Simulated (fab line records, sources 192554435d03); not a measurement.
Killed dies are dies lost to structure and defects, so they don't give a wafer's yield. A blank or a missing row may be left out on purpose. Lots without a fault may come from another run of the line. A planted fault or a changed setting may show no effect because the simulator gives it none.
Split-lot experiment | flow n5_finfet | 7 lots, 21 wafers read, on a route of 1938 steps

THE SPLIT
At N5_BEOL_M0_SAQP_SPACER2_ALD_26 (deposits SiO2, target thk 15 nm, pulse time 1 s, purge time 2 s), the setting target_thk_a was moved away from the recipe's 150 angstrom on 12 of the 21 wafers read, by -9.7% to +7.6%. The other wafers ran this setting at the recipe's value.

FROM THE SPLIT TO THE READING: what the file shows between them, 2 steps
- N5_BEOL_M0_SAQP_SPACER2_ETCHBACK_27: etches SiO2 in CHF3/O2, target depth 22.5 nm, time 11.25 s
- N5_BEOL_M0_SAQP_MANDREL2_REMOVE_110: chemistry HBr/Cl2/O2, target a-Si, stops on SiCN, bt time 10 s

THE READING
cd_nm, in nm, at N5_BEOL_M0_SAQP_CD_MEAS_29 (target cd 14.4 nm). Fault-free wafers of this fab line usually give 15.02 nm, standard deviation 0.22 nm.

wafer  | tool, chamber at the split | target_thk_a as run, angstrom | against the recipe | cd_nm, nm | against lot-mates on the recipe
L075.3 | ald_sin-02, 1,2            | 139.1                         | -7.3%              | 14.12     | -0.84
L075.4 | ald_sin-02, 3              | 150                           | recipe             | 14.96     | -
L075.5 | ald_sin-02, 1,2            | 139.1                         | -7.3%              | 13.88     | -1.08
L076.2 | ald_sin-02, 2,3,1          | 150                           | recipe             | 15.02     | -
L076.3 | ald_sin-02, 2,3,1          | 150                           | recipe             | 15.20     | -
L076.6 | ald_sin-02, 2,3,1          | 150                           | recipe             | 14.94     | -
L085.2 | ald_sin-01, 2,0            | 143.6                         | -4.3%              | 14.43     | -0.59
L085.3 | ald_sin-01, 0              | 150                           | recipe             | 15.02     | -
L085.5 | ald_sin-01, 2,0            | 143.6                         | -4.3%              | 14.18     | -0.84
L086.3 | ald_sin-01, 3              | 150                           | recipe             | 15.25     | -
L086.4 | ald_sin-01, 1              | 135.4                         | -9.7%              | 13.61     | -1.64
L086.6 | ald_sin-01, 1              | 135.4                         | -9.7%              | 13.96     | -1.29
L087.1 | ald_sin-02, 3,1,2          | 161.4                         | +7.6%              | 16.16     | no lot-mate on the recipe
L087.2 | ald_sin-02, 3,1,2          | 161.4                         | +7.6%              | 16.18     | no lot-mate on the recipe
L087.4 | ald_sin-02, 3,1,2          | 161.4                         | +7.6%              | 15.75     | no lot-mate on the recipe
L090.2 | ald_sin-04, 0,1,1          | 160.4                         | +6.9%              | 16.39     | no lot-mate on the recipe
L090.4 | ald_sin-04, 0,1,1          | 160.4                         | +6.9%              | 16.10     | no lot-mate on the recipe
L090.5 | ald_sin-04, 0,1,1          | 160.4                         | +6.9%              | 16.49     | no lot-mate on the recipe
L096.1 | ald_sin-02, 0,2,3          | 150                           | recipe             | 15.07     | -
L096.2 | ald_sin-02, 0,2,3          | 150                           | recipe             | 14.95     | -
L096.3 | ald_sin-02, 0,2,3          | 150                           | recipe             | 15.26     | -
Where a row lists several chambers, the file gives one row for several wafers and doesn't say which wafer went through which chamber.

THE FIT
A straight line over all 21 wafers: cd_nm changes by +0.147 nm for each +1% of target_thk_a; r = +0.97; the points scatter about the line by 0.2 nm.
The same after taking each lot's own level away (the mean of its wafers on the recipe; 15 wafers): +0.146 nm for each +1%; r = +0.97; scatter 0.14 nm.
On that fit, the largest move of target_thk_a shifts the reading by 1.4 nm.
The lots' own levels span 14.960 to 15.250 nm, that is 1.3 times the standard deviation above.
So the lot-to-lot level changes the slope little: the two slopes agree.
Check: with one of the wafers moved furthest among these (-9.7%) left out of the fit, the line predicts -1.34 nm for it against its lot-mates. It came out at -1.64 nm against them.

OTHER SPLITS ON THESE WAFERS
These wafers also went through other splits before the reading. Each is held against what the fit with the lots' levels taken away leaves over:
other split on the same wafers       | wafers away from the commonest value | r with cd_nm (lot level and that fit taken away)
N5_MOL_CONTACT_COAG_COAT_76 spin_rpm | 4                                    | +0.02

THE WHOLE CHAIN: every reading that the file lists as answering this split, in the file's order
step                                | what it does                                                            | reading                                                                                     | change (the file's fit)               | r (the file's)
N5_BEOL_M0_SAQP_SPACER2_ALD_26      | deposits SiO2, target thk 15 nm, pulse time 1 s, purge time 2 s         | SiO2_of_BEOL_M0_SAQP_SPACER2_ALD_26.thk_nm (the simulator's own value, which no gauge read) | +0.156 nm for each +1% of the setting | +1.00
N5_BEOL_M0_SAQP_MANDREL2_REMOVE_110 | chemistry HBr/Cl2/O2, target a-Si, stops on SiCN, bt time 10 s          | BEOL_M0_SAQP.cd_nm (the simulator's own value, which no gauge read)                         | +0.147 nm for each +1% of the setting | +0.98
N5_BEOL_M0_SAQP_CD_MEAS_29          | target cd 14.4 nm                                                       | cd_nm                                                                                       | +0.146 nm for each +1% of the setting | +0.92
N5_BEOL_M0_CUTY_ETCH_63             | etches SOC in N2/H2, target depth 82.7 nm, overetch 16.5 nm, time 124 s | SiO2_of_BEOL_M0_SAQP_SPACER2_ALD_26.thk_nm (the simulator's own value, which no gauge read) | +0.144 nm for each +1% of the setting | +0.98
N5_BEOL_M0_ETCH_138                 | etches SiCN in CH3F/O2, target depth 12 nm, time 31.6 s                 | SiO2_of_BEOL_M0_SAQP_SPACER2_ALD_26.thk_nm (the simulator's own value, which no gauge read) | +0.149 nm for each +1% of the setting | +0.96
N5_BEOL_M0_HM_OPEN_105              | chemistry Cl2/BCl3, target TiN, target depth 12 nm                      | SiO2_of_BEOL_M0_SAQP_SPACER2_ALD_26.thk_nm (the simulator's own value, which no gauge read) | +0.112 nm for each +1% of the setting | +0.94

THE FILE'S OWN FIT
cd_nm changes by +0.146 nm for each +1% of target_thk_a, r = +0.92.
